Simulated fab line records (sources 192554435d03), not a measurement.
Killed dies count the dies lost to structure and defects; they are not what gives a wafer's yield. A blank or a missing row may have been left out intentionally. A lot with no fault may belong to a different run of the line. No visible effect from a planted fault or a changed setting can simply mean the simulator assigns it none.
fab line records	flow n5-finfet
[record] lots = 5	wafers = 14	last-day = 18
route steps=1938 shown BEOL_M10@1497 PASSIVATION@1936
lots with no fault: from the same line, run without faults
start-h: hours from the record's opening day to when the first of the lot's shown wafers began	wait-h: hours since the lot's step before	" identical to the entry in the row above	L1.1+2: a row that stands for several wafers	- either no value or no given start	* or withheld: withheld	< > ~ a bound
route shown NAME@n: a module of which the file shows steps, and the number in the route of the first	usual: mean/standard deviation of fault-free wafers	same: alike in all rows	chamber/n: place in a boat	sites: the reading at each site	_std_site: their standard deviation	_edge_site: inner sites' mean taken away from outer sites' mean	radius-mm: for every site, how far away it sits from the centre of the wafer	mask NAME#n: copy n	behind: tool/chamber where the wafer was last shaped	hold: why the lot went on hold/how many hours it stayed there/how the hold came to an end	device: names the non-switching transistor (n, p or np)	end of line: the route-end tests of the same wafers	a step with no rows: only its recipe	killed: count of dies lost to structure and defects at first sort (not the wafer's yield)	map: per-die view of a wafer (x killed, . not killed, _ where there is no die)
set.NAME: the setting as run; set.NAME@STEP: as run at that earlier step	model.NAME: the simulator's own value behind a step, which no gauge read
lots seen at some steps along the route; tables by step, rows by wafer
services: from which hour (start-h, from the record's first day; less than 0 if before it) a tool's chamber was out of use, for how many hours, and why
[[steps]]
[step N5_BEOL_M10_EBR_24]
[recipe] solvent = PGMEA	ebr-width-mm = 1.5
[step N5_BEOL_M10_SOFTBAKE_23]
[recipe] temp-c = 110	time-s = 60	resist = CAR-ArF
[step N5_BEOL_M10_EXPOSE_25]
[recipe] mask-id = V9	na = 1.35	source-shape = annular	sigma-inner = 0.5	sigma-outer = 0.8	polarization = unpolarized	dose-mj = 85.5
[step N5_BEOL_M10_PEB_26]
[recipe] peb-temp-c = withheld	peb-time-s = 60	resist = CAR-ArF
[step N5_BEOL_M10_DEVELOP_27]
[recipe] develop-time-s = 30	developer = TMAH	resist = CAR-ArF	rinse-liquid = diw	dry = air-spin	dev-temp-c = 23
[step N5_BEOL_M10_CD_MEAS_28]
[recipe] target-cd-nm = 70	landing-energy-ev = 500	detector = se-inlens	polarity = opening
[usual] cd-nm = 69.5/1
lot.wafer	tool	chamber	start-h	wait-h	cd-nm
L615.4	cd-sem-03	0	214.85	-	67.4
L615.5	"	0	"	"	69.9
L615.6	"	0	"	"	68.9
L625.2	cd-sem-02	0	282.74	-	70.3
L625.3	"	0	"	"	71.0
L625.5	"	0	"	"	68.4
L635.4	cd-sem-03	0	344.36	-	70.0
L635.6	"	0	"	"	70.6
L634.1	cd-sem-02	0	347.39	-	69.5
L634.3	"	0	"	"	69.4
L634.5	"	0	"	"	68.4
L637.2	cd-sem-03	0	365.77	-	70.0
L637.3	"	0	"	"	70.1
L637.5	"	0	"	"	68.6
[step N5_BEOL_M10_OVL_MEAS_29]
[recipe] points-per-wafer = 44
[usual] V9_OVL = -0.3/0.69
lot.wafer	tool	chamber	start-h	wait-h	V9_OVL[nm]
L615.4	overlay-02	0	214.88	0.0	0.0
L615.5	"	0	"	"	-1.0
L615.6	"	0	"	"	-0.2
L625.2	overlay-02	0	282.77	0.0	-0.2
L625.3	"	0	"	"	0.2
L625.5	"	0	"	"	0.5
L635.4	overlay-01	0	344.39	0.0	-0.1
L635.6	"	0	"	"	-0.5
L634.1	overlay-01	0	347.42	0.0	0.0
L634.3	"	0	"	"	0.4
L634.5	"	0	"	"	0.5
L637.2	overlay-01	0	365.80	0.0	-0.8
L637.3	"	0	"	"	0.2
L637.5	"	0	"	"	0.2
[step N5_BEOL_M10_INSPECT_30]
[recipe] mode = adi	inspect-instrument = brightfield
[usual] raw-defect-count = 396/93
lot.wafer	tool	chamber	start-h	wait-h	raw-defect-count
L615.4	defect-inspect-01	-	214.90	0.0	688
L615.5	"	-	"	"	460
L615.6	"	-	"	"	431
L625.2	defect-inspect-02	-	282.79	0.0	352
L625.3	"	-	"	"	302
L625.5	"	-	"	"	388
L635.4	defect-inspect-02	-	344.41	0.0	429
L635.6	"	-	"	"	604
L634.1	defect-inspect-02	-	347.45	0.0	332
L634.3	"	-	"	"	275
L634.5	"	-	"	"	328
L637.2	defect-inspect-01	-	365.82	0.0	352
L637.3	"	-	"	"	416
L637.5	"	-	"	"	419
[step N5_BEOL_M10_DESCUM_33]
[recipe] chemistry = O2	time-s = 7.9	source-power-w = 50	bias-power-w = 20	pressure-mtorr = 20	rf-frequency-hz = 2.712e+07	temp-c = 40	resist = CAR-ArF	o2-flow-sccm = 225
[usual] drypump-motor-current-A = 5.4/0.43	oes-product-au = 0.79/0.068	rf-vpp-V = 243.8/1.2	showerhead-plenum-p-Torr = 2.13/0.064	throttle-valve-pct = 20.43/0.26
lot.wafer	tool	chamber	start-h	wait-h	drypump-motor-current-A	oes-product-au	rf-hours-counter-h	rf-vpp-V	showerhead-plenum-p-Torr	throttle-valve-pct
L615.4	rie-diel-01	1	215.24	0.3	5.7	0.86	42	244.3	2.22	20.65
L615.5	"	1	"	"	5.7	0.87	-	245.9	2.22	20.65
L615.6	"	2	"	"	5.2	0.79	-	243.6	2.09	19.95
L625.2	rie-diel-05	2	282.94	0.2	5.1	0.93	23	244.3	2.14	20.11
L625.3	"	3	"	"	5.1	0.81	117	243.0	2.12	20.66
L625.5	"	2	"	"	5.1	0.92	-	243.8	2.14	20.12
L635.4	rie-diel-02	3	344.51	0.1	5.2	0.70	185	243.4	2.09	20.63
L635.6	"	0	"	"	4.9	0.73	-	242.2	2.07	20.46
L634.1	rie-diel-05	0	347.53	0.1	5.4	0.81	111	242.8	2.01	20.53
L634.3	"	3	"	"	5.1	0.78	138	242.6	2.11	20.68
L634.5	"	0	"	"	5.4	0.81	-	243.0	2.01	20.53
L637.2	rie-diel-02	3	365.86	0.0	5.2	0.70	192	242.8	2.09	20.64
L637.3	"	1	"	"	5.0	0.73	161	244.8	2.20	20.62
L637.5	"	1	"	"	4.9	0.73	-	244.0	2.20	20.63
[step N5_BEOL_M10_ETCH_65]
[recipe] chemistry = CF4	target = SiARC	target-depth-a = 390	mask-material = CAR-ArF	time-s = 65	ion-energy-ev = 80	pressure-mtorr = 40	source-w = 545	bias-w = 36	Ar_flow_sccm = 100	cf4-flow-sccm = 100	ends = cleared
[usual] drypump-motor-current-A = 5.4/0.43	etch-rf-on-time-s = 65.8/2.9	oes-product-au = 0.67/0.058	rf-vpp-V = 184.5/1	showerhead-plenum-p-Torr = 2.18/0.056	throttle-valve-pct = 15.60/0.26
lot.wafer	tool	chamber	start-h	wait-h	drypump-motor-current-A	etch-rf-on-time-s	oes-product-au	rf-hours-counter-h	rf-vpp-V	showerhead-plenum-p-Torr	throttle-valve-pct
L615.4	rie-diel-01	1	215.28	0.0	5.7	67.0	0.72	42	186.2	2.27	15.78
L615.5	"	1	"	"	5.7	67.1	0.72	-	186.6	2.26	15.79
L615.6	"	2	"	"	5.2	70.2	0.65	-	185.3	2.15	15.26
L625.2	rie-diel-05	2	282.98	0.0	5.2	65.9	0.77	23	182.6	2.17	15.19
L625.3	"	3	"	"	5.1	65.9	0.68	117	184.2	2.15	15.74
L625.5	"	2	"	"	5.2	65.9	0.77	-	183.8	2.17	15.18
L635.4	rie-diel-02	3	344.54	0.0	5.2	60.8	0.63	185	183.8	2.14	15.83
L635.6	"	0	"	"	4.9	64.6	0.62	-	184.3	2.12	15.62
L634.1	rie-diel-05	0	347.57	0.0	5.4	61.5	0.71	111	183.2	2.07	15.73
L634.3	"	3	"	"	5.1	65.0	0.67	138	183.5	2.15	15.79
L634.5	"	0	"	"	5.4	60.7	0.72	-	183.0	2.07	15.73
L637.2	rie-diel-02	3	365.89	0.0	5.2	61.7	0.62	192	184.7	2.13	15.85
L637.3	"	1	"	"	5.0	71.4	0.61	161	185.7	2.23	15.67
L637.5	"	1	"	"	5.0	71.3	0.61	-	184.6	2.23	15.67
[step N5_BEOL_M10_ETCH_66]
[recipe] chemistry = N2/H2	target = SOC	target-depth-a = 1200	overetch-a = 240	mask-material = SiARC	temp-c = 40	time-s = 180	ion-energy-ev = 200	pressure-mtorr = 30	source-w = 840	bias-w = 150	n2-flow-sccm = 200	h2-flow-sccm = 200
[usual] drypump-motor-current-A = 5.4/0.43	oes-product-au = 0.64/0.05	rf-vpp-V = 525.2/2.2	run-length-s = 203.3/0.31	showerhead-plenum-p-Torr = 2.59/0.074	throttle-valve-pct = 17.87/0.3
lot.wafer	tool	chamber	start-h	wait-h	drypump-motor-current-A	oes-product-au	rf-hours-counter-h	rf-vpp-V	run-length-s	showerhead-plenum-p-Torr	throttle-valve-pct
L615.4	rie-diel-01	1	215.33	0.0	5.7	0.69	42	527.9	202.8	2.71	18.13
L615.5	"	1	"	"	5.7	0.69	-	528.4	202.9	2.71	18.17
L615.6	"	2	"	"	5.2	0.64	-	524.6	203.5	2.57	17.59
L625.2	rie-diel-05	2	283.03	0.0	5.2	0.73	23	525.5	203.6	2.62	17.61
L625.3	"	3	"	"	5.1	0.64	117	525.3	203.6	2.58	18.23
L625.5	"	2	"	"	5.1	0.73	-	525.6	203.4	2.62	17.63
L635.4	rie-diel-02	3	344.59	0.0	5.2	0.57	185	522.2	203.0	2.54	18.05
L635.6	"	0	"	"	4.9	0.59	-	522.9	203.4	2.53	17.99
L634.1	rie-diel-05	0	347.62	0.0	5.4	0.65	111	520.6	203.2	2.44	17.97
L634.3	"	3	"	"	5.1	0.63	138	524.0	203.4	2.58	18.26
L634.5	"	0	"	"	5.4	0.66	-	521.5	203.0	2.44	17.97
L637.2	rie-diel-02	3	365.94	0.0	5.2	0.57	192	522.7	202.7	2.54	18.08
L637.3	"	1	"	"	4.9	0.61	161	527.9	203.9	2.66	17.99
L637.5	"	1	"	"	5.0	0.61	-	526.8	203.7	2.66	17.99
[step N5_BEOL_M10_STRIP_69]
[recipe] chemistry = N2/H2	temp-c = 40	n2-flow-sccm = 200	h2-flow-sccm = 200	rf-frequency-hz = 6e+07
[step N5_BEOL_M10_VIA_ETCH_34]
[recipe] chemistry = C4F6/O2	target = SiCOH_lowk	target-depth-a = 1845	mask-material = SOC	taper-deg = 4	time-s = 69.2	ion-energy-ev = 250	pressure-mtorr = 30	source-w = 345	bias-w = 185	Ar_flow_sccm = 300	C4F6_flow_sccm = 10	O2_flow_sccm = 10
[usual] O2_flow_sccm = 10.00/0.031	drypump-motor-current-A = 5.4/0.43	oes-product-au = 0.79/0.069	rf-vpp-V = 674/13	run-length-s = 92.5/0.33	showerhead-plenum-p-Torr = 2.90/0.085	throttle-valve-pct = 20.90/0.28
lot.wafer	tool	chamber	start-h	wait-h	O2_flow_sccm	drypump-motor-current-A	oes-product-au	rf-hours-counter-h	rf-vpp-V	run-length-s	showerhead-plenum-p-Torr	throttle-valve-pct	model.etch.depth-nm	model.SOC_of_BEOL_M10_COAT_63.thk-nm
L615.4	rie-diel-01	1	215.45	0.0	10.03	5.7	0.86	42	685	92.0	3.01	21.15	186	91.6
L615.5	"	1	"	"	10.00	5.7	0.85	-	685	91.9	3.01	21.14	184.7	91.8
L615.6	"	2	"	"	10.00	5.2	0.78	-	680	93.0	2.85	20.48	177.4	92.6
L625.2	rie-diel-05	2	283.15	0.0	9.98	5.2	0.91	23	671	93.0	2.89	20.48	184.7	91.8
L625.3	"	3	"	"	10.04	5.1	0.80	117	683	92.5	2.85	20.98	184.2	91.8
L625.5	"	2	"	"	9.97	5.2	0.92	-	670	92.9	2.89	20.48	185.4	91.4
L635.4	rie-diel-02	3	344.72	0.0	10.06	5.2	0.72	185	662	91.9	2.84	21.08	187.1	91.2
L635.6	"	0	"	"	9.99	4.9	0.72	-	687	92.9	2.79	20.75	182.9	91.6
L634.1	rie-diel-05	0	347.74	0.0	10.01	5.4	0.82	111	654	88.6	2.76	21.12	181.1	92.6
L634.3	"	3	"	"	10.05	5.1	0.78	138	683	92.7	2.84	21.00	183.6	92.6
L634.5	"	0	"	"	10.01	5.4	0.83	-	655	92.3	2.75	21.13	189.1	92.4
L637.2	rie-diel-02	3	366.06	0.0	9.94	5.2	0.72	192	662	91.9	2.83	21.09	190.3	91.8
L637.3	"	1	"	"	10.04	5.0	0.72	161	668	93.0	2.99	21.06	170.4	92.6
L637.5	"	1	"	"	10.08	5.0	0.71	-	669	93.0	2.99	21.09	171.4	92.6
[step N5_BEOL_M10_STRIP_73]
[recipe] chemistry = C4F6/O2	resist = SiARC	rf-frequency-hz = 6e+07
[step N5_PASSIVATION_PROBE_49]
[usual] defect-limited-yield = 90.9/1.6	killed_at_M0_to_M3 = 34/10	killed_at_M4_up = 13/5.4	killed-at-contacts = 13/6	killed-at-front-end = 42/13	killed-at-other = 4/3.2	killed-dies = 107/18	killed-open = 69/14	killed-short = 35/7.7	sort_bin_5_function = 5.3/1	sort_bin_6_memory = 3.3/0.75	sort-n-pass = 1073/19	sort-yield-pct = 90.9/1.6
[same] gross-dies = 1180	killed-at-back-side = 0	sort_bin_4_leakage[%] = 0	sort_bin_8_speed[%] = 0
lot.wafer	tool	chamber	start-h	wait-h	defect-limited-yield[%]	killed_at_M0_to_M3	killed_at_M4_up	killed-at-contacts	killed-at-front-end	killed-at-other	killed-dies	killed-open	killed-short	sort_bin_5_function[%]	sort_bin_6_memory[%]	sort-n-pass	sort-yield-pct[%]
L635.4	prober-01	-	395.05	0.2	92.1	15	11	14	52	1	93	60	26	5.4	2.3	1087	92.1
L635.6	prober-01	-	395.15	0.3	91.4	39	9	12	37	4	101	66	34	4.8	3.6	1079	91.4
// killed by level:class
L635.4 FIN_SAQP:geometric-particle:open=13 MOL_CONTACT_COAG:geometric-particle:open=9 FIN_SAQP:geometric-particle:short=8 STI_FIN_REVEAL:geometric-particle:open=7 FIN_CUT:area-etch=6 DUMMY_GATE:geometric-particle:open=5 MOL_CONTACT_COAG:geometric-particle:short=5 BEOL_M0_SAQP:geometric-particle:open=4
L635.6 BEOL_M0_SAQP:geometric-particle:short=13 FIN_SAQP:geometric-particle:open=12 MOL_CONTACT_COAG:geometric-particle:open=10 BEOL_M3:geometric-particle:open=9 FIN_SAQP:geometric-particle:short=6 STI_FIN_REVEAL:geometric-particle:open=6 BEOL_M0:geometric-particle:open=6 BEOL_M0_SAQP:geometric-particle:open=5
[[services]]
tool	chamber	start-h	hours	kind
rie-diel-01	0	194.65	-	clean
rie-diel-01	0	194.65	-	consumable-replace:focus-ring
rie-diel-01	0	194.65	-	consumable-replace:showerhead
rie-diel-01	0	194.65	18.3	scheduled-down
rie-diel-01	0	194.65	18.3	vent-cycle
rie-diel-02	-	201.05	2.8	pm
rie-diel-05	3	264.39	4.8	repair
rie-diel-05	-	272.79	2.8	pm
rie-diel-01	1	293.56	7.0	repair
rie-diel-05	0	301.41	5.1	repair
rie-diel-02	2	322.94	2.0	repair
rie-diel-05	0	366.04	5.1	repair
[[key]]
[first-sign] step = N5_BEOL_M10_VIA_ETCH_34	reading = run-length-s	direction = down	sigmas = 12	usual = *	struck = *
effect none on later readings
[model-effect] step = N5_BEOL_M10_VIA_ETCH_34	value = etch.depth-nm	without = 191	struck = 181.1
met-at N5_BEOL_M10_VIA_ETCH_34
struck-wafers L634.1
onset-between 283.15 347.74
[fault] kind = process-parameter-drift	tool = rie-diel-05	chamber = -	onset-h = 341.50	steps = N5_BEOL_M10_VIA_ETCH_34	channel = time-s	offset = *	shape = step	end-h = 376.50	scope = struck-wafers-only	acts-in = *	stated = *
